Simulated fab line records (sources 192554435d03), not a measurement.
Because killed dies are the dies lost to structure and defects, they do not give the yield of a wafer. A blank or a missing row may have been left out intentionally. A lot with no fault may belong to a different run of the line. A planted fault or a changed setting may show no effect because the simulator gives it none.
Chamber matching / flow n5-finfet / 4 sister chambers for N5_GATE_CUT_CMP_43 on cmp-01
The step polishes SiO2. 4 wafers are shown with their chamber, then 10 later ones without.

EACH WAFER AND ITS CHAMBER
wafer=L091.4; chamber=2; motor-current-A (A)=11.1
wafer=L091.6; chamber=3; motor-current-A (A)=11.3
wafer=L091.2; chamber=0; motor-current-A (A)=14.5
wafer=L091.3; chamber=1; motor-current-A (A)=12.4

WAFERS MISSING THEIR CHAMBER
wafer=L091.5; motor-current-A (A)=10.7
wafer=L092.2; motor-current-A (A)=14.0
wafer=L092.3; motor-current-A (A)=12.6
wafer=L092.6; motor-current-A (A)=11.2
wafer=L096.1; motor-current-A (A)=12.2
wafer=L096.3; motor-current-A (A)=11.2
wafer=L096.4; motor-current-A (A)=14.5
wafer=L097.1; motor-current-A (A)=11.3
wafer=L097.3; motor-current-A (A)=14.8
wafer=L097.6; motor-current-A (A)=11.4

WHICH CHAMBER EACH ONE RAN IN
wafer=L091.5; from the rows above=can't be placed: 2 or 3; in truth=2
wafer=L092.2; from the rows above=0; in truth=0
wafer=L092.3; from the rows above=1; in truth=1
wafer=L092.6; from the rows above=can't be placed: 2 or 3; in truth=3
wafer=L096.1; from the rows above=1; in truth=1
wafer=L096.3; from the rows above=can't be placed: 2 or 3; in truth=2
wafer=L096.4; from the rows above=0; in truth=0
wafer=L097.1; from the rows above=can't be placed: 3 or 2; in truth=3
wafer=L097.3; from the rows above=0; in truth=0
wafer=L097.6; from the rows above=can't be placed: 3 or 2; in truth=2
Correctly placed: 5 of 10. From these rows, 5 cannot be placed; in 5 the true chamber is one of the candidates. Placed wrongly: 0.
How it was worked out, from the rows above alone: a wafer's distance from a chamber is the root of the sum, over the readings, of the square of ((its reading less the chamber's mean) divided by the reading's scatter). If the next closest chamber is less than 2 further off than the closest, the wafer can't be placed; otherwise it belongs to the closest. A chamber's mean is the mean of its shown wafers. The scatter (one wafer shown for each chamber): square how far every hidden wafer sits from the nearest shown wafer, average those squares and take the square root.
